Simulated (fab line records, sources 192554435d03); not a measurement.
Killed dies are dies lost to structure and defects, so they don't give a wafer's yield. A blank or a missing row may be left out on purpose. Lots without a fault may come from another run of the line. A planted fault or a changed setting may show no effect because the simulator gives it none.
Chamber matching | flow n5_finfet | N5_BEOL_M1_PRE_CLEAN_60 on cvd_co-01: 3 sister chambers
The step time 15 s. 33 wafers are shown with their chamber, then 12 later ones without.

WAFERS WITH THEIR CHAMBER
wafer  | chamber | heater_power_w (W)
L075.2 | 2       | 93
L075.4 | 2       | 93
L075.5 | 0       | 84
L077.1 | 0       | 86
L077.2 | 1       | 93
L077.4 | 0       | 88
L078.1 | 0       | 85
L078.2 | 2       | 93
L078.4 | 0       | 84
L081.3 | 2       | 95
L081.4 | 0       | 83
L081.6 | 2       | 91
L083.2 | 1       | 95
L083.5 | 1       | 97
L083.6 | 2       | 93
L084.1 | 0       | 86
L084.3 | 2       | 95
L084.5 | 1       | 97
L085.2 | 2       | 95
L085.4 | 2       | 95
L085.6 | 1       | 95
L086.1 | 1       | 96
L086.2 | 0       | 85
L086.3 | 2       | 94
L087.1 | 0       | 86
L087.2 | 1       | 97
L087.5 | 0       | 85
L089.1 | 2       | 93
L089.4 | 2       | 91
L089.6 | 0       | 87
L091.1 | 0       | 83
L091.2 | 1       | 95
L091.4 | 2       | 96

SIGNATURES (means of the wafers above)
reading        | chamber 0 | chamber 1 | chamber 2 | scatter within a chamber
heater_power_w | 85.17     | 95.62     | 93.62     | 1.51
Rule: a wafer's distance from a chamber is the root of the sum, over the readings, of the square of ((its reading less the chamber's mean) divided by the reading's scatter). The wafer belongs to the nearest chamber; if the next one is less than 2 further off, it can't be placed. The scatter: the root of (the sum of the squares of (reading less its chamber's mean) over the shown wafers, divided by (wafers less chambers)).

WAFERS WITHOUT THEIR CHAMBER
wafer  | heater_power_w (W)
L093.2 | 87
L093.4 | 96
L093.6 | 83
L076.2 | 83
L076.3 | 97
L076.5 | 86
L095.1 | 85
L095.3 | 92
L095.6 | 98
L096.1 | 98
L096.3 | 98
L096.4 | 95

WHICH CHAMBER EACH WENT THROUGH
wafer  | from the rows above     | in truth
L093.2 | 0                       | 0
L093.4 | can't be placed: 1 or 2 | 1
L093.6 | 0                       | 0
L076.2 | 0                       | 0
L076.3 | can't be placed: 1 or 2 | 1
L076.5 | 0                       | 0
L095.1 | 0                       | 0
L095.3 | can't be placed: 2 or 1 | 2
L095.6 | can't be placed: 1 or 2 | 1
L096.1 | can't be placed: 1 or 2 | 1
L096.3 | can't be placed: 1 or 2 | 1
L096.4 | can't be placed: 1 or 2 | 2
Placed correctly: 5 of 12. Can't be placed from these rows: 7 (the true chamber is among the candidates in 7). Placed wrongly: 0.
